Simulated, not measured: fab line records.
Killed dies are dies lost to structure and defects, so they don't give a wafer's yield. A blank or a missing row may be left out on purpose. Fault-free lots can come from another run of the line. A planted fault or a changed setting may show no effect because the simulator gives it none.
Struck lot and sound lot, side by side	flow nand_harc	27 steps out of a route of 1302
Sound: these wafers, L328.1, L328.2, L328.4. Struck: wafers L336.2, L336.3, L336.4. Last of all comes the cause.
For every step that has rows: the tool of each side, followed by ch and its chambers, followed by its first start. Under that, the readings that differ: sound wafers	struck wafers	difference of the means	sigmas: that difference in standard deviations of wafers without a fault.
alike: readings whose means differ by less than 2 such deviations, and words and numbers that are the same on both sides. not compared: withheld readings, readings that some wafer has no value for, bounds like >300 that may hide the same value, and numbers for which the record gives no deviation and whose values overlap.
A row with sigmas, a row that says differs or no value, or rows on one side alone: a step with any of these is where the two part. Non-overlapping numbers with no deviation appear without sigmas and do not part them. A reading that every wafer of one side lacks parts them only if that side has two wafers or more.

NHARC_P_ZERO_WELL_INSPECT_43:
  sound: defect_inspect-01 at day 2 13:28; struck: defect_inspect-01 at day 5 21:26
reading	sound	struck	difference	sigmas
raw_defect_count	10 6 7	10 22 27	+12	+2
then, 11 steps without rows for these wafers: NHARC_P_STI_ETCH_26 (etches SiO2 in dHF, target depth 11 nm); NHARC_P_STI_PRECLEAN_27 (cleans in SC1); NHARC_P_STI_SRD_28; NHARC_P_STI_OXIDE_29 (material SiO2, target thk 10 nm, ox time 1362 s); NHARC_P_STI_HM_DEP_30 (deposits Si3N4, target thk 80 nm, time 873 s); NHARC_P_STI_DEHYDRATE_01 (time 120 s); NHARC_P_STI_HMDS_02 (time 30 s); NHARC_P_STI_COAT_41 (time 65 s); NHARC_P_STI_COAT_03 (resist thk 600 nm); NHARC_P_STI_SOFTBAKE_04 (time 70 s); NHARC_P_STI_EBR_05.
NHARC_P_STI_EXPOSE_06: exposes mask P STI, target cd 200 nm.
  sound on krf_scanner-02 ch 0, day 3 08:11; struck on krf_scanner-03 ch 0, day 6 14:07
reading	sound	struck	difference	sigmas
mask	P_STI#0 P_STI#0 P_STI#0	P_STI_R1#0 P_STI_R1#0 P_STI_R1#0	differs	
then, 2 steps without rows for these wafers: NHARC_P_STI_PEB_07 (peb time 80 s); NHARC_P_STI_DEVELOP_08 (time 50 s).
NHARC_P_STI_CD_MEAS_09: target cd 200 nm.
  sound on cd_sem-01 ch 0, day 3 08:20; struck on cd_sem-01 ch 0, day 6 14:16
reading	sound	struck	difference	sigmas
cd_nm (nm)	202.0 197.6 202.4	193.8 193.5 193.9	-6.9	-3
NHARC_P_STI_OVL_MEAS_10:
  sound: overlay-02 at day 3 08:25; struck: overlay-02 at day 6 14:22
  alike: overlay_x_nm, overlay_y_nm
NHARC_P_STI_INSPECT_11:
  sound: defect_inspect-01 at day 3 08:27; struck: defect_inspect-02 at day 6 14:23
  alike: raw_defect_count
then, 1 step without rows for these wafers: NHARC_P_STI_HARDBAKE_13 (time 65 s).
NHARC_P_STI_DESCUM_14: chemistry O2, time 3 s.
  sound on rie_diel-02 ch 0,2,3, day 3 08:35; struck on rie_diel-02 ch 1,2,3, day 6 14:32
reading	sound	struck	difference	sigmas
rf_hours_counter_h (h)	1 0 0	7 7 6	+6	
model.P_STI.cd_nm (nm)	202 197.2 201.9	193.7 193.4 194	-6.7	
  alike: drypump_motor_current_A, oes_product_au, rf_vpp_V, showerhead_plenum_p_Torr, throttle_valve_pct
NHARC_P_STI_ETCH_42: etches the open film in N2/H2, target depth 80 nm, overetch 24 nm, time 61 s.
  sound on rie_diel-02 ch 1,2,3, day 3 08:41; struck on rie_diel-02 ch 0,1,3, day 6 14:37
reading	sound	struck	difference	sigmas
rf_hours_counter_h (h)	1 0 1	7 8 7	+7	
  alike: drypump_motor_current_A, oes_product_au, rf_vpp_V, showerhead_plenum_p_Torr, throttle_valve_pct
NHARC_P_STI_ETCH_31: etches the open film in CF4/CHF3, target depth 108.9 nm, time 54.5 s.
  sound: rie_diel-02 ch 0,1,2; struck: rie_diel-02 ch 0,1,3
reading	sound	struck	difference	sigmas
rf_hours_counter_h (h)	1 1 1	8 7 7	+6	
  alike: chf3_flow_sccm, drypump_motor_current_A, oes_product_au, rf_vpp_V, showerhead_plenum_p_Torr, throttle_valve_pct
NHARC_P_STI_ETCH_15: etches the open film in HBr/Cl2, target depth 300 nm, time 100.1 s.
  sound on rie_si-04 ch 0,1,2, day 3 08:53; struck on rie_si-04 ch 0,1,3, day 6 14:48
reading	sound	struck	difference	sigmas
rf_hours_counter_h (h)	0.4 0.5 0.3	1.1 0.9 1.0	+0.6	
model.P_STI.cd_nm (nm)	201.3 195.5 201.4	194.4 192 194.3	-5.8	
  alike: drypump_motor_current_A, oes_product_au, throttle_valve_pct
NHARC_P_STI_CD_MEAS_16:
  sound: cd_sem-02 at day 3 09:02; struck: cd_sem-03 at day 6 14:58
reading	sound	struck	difference	sigmas
cd_nm (nm)	201.0 195.4 201.3	194.5 192.1 194.2	-5.6	-2
NHARC_P_STI_OCD_MEAS_17:
  sound: ocd-01 at day 3 09:07; struck: ocd-02 at day 6 15:03
reading	sound	struck	difference	sigmas
trench_foot_cd_nm (nm)	160.6 155.1 160.7	150.6 150.5 151.4	-8.0	-3
  alike: trench_depth_nm
then, 1 step without rows for these wafers: NHARC_P_STI_STRIP_19 (strips in SPM, time 900 s).
-- break in the record here, with 22 days between the starts of the struck wafers on either side (left off in module P_STI, picked up again in module END, where the first step shown is number 1302 on the route) --
NHARC_END_SORT_01:
  at this point the record logs the struck wafers (prober-02 ch 0, day 28 12:34) and has no rows for the sound ones

## WHERE THEY PART
At NHARC_P_ZERO_WELL_INSPECT_43 first; at NHARC_END_SORT_01 last (within this record only).

WHY: what had been put in by the simulator
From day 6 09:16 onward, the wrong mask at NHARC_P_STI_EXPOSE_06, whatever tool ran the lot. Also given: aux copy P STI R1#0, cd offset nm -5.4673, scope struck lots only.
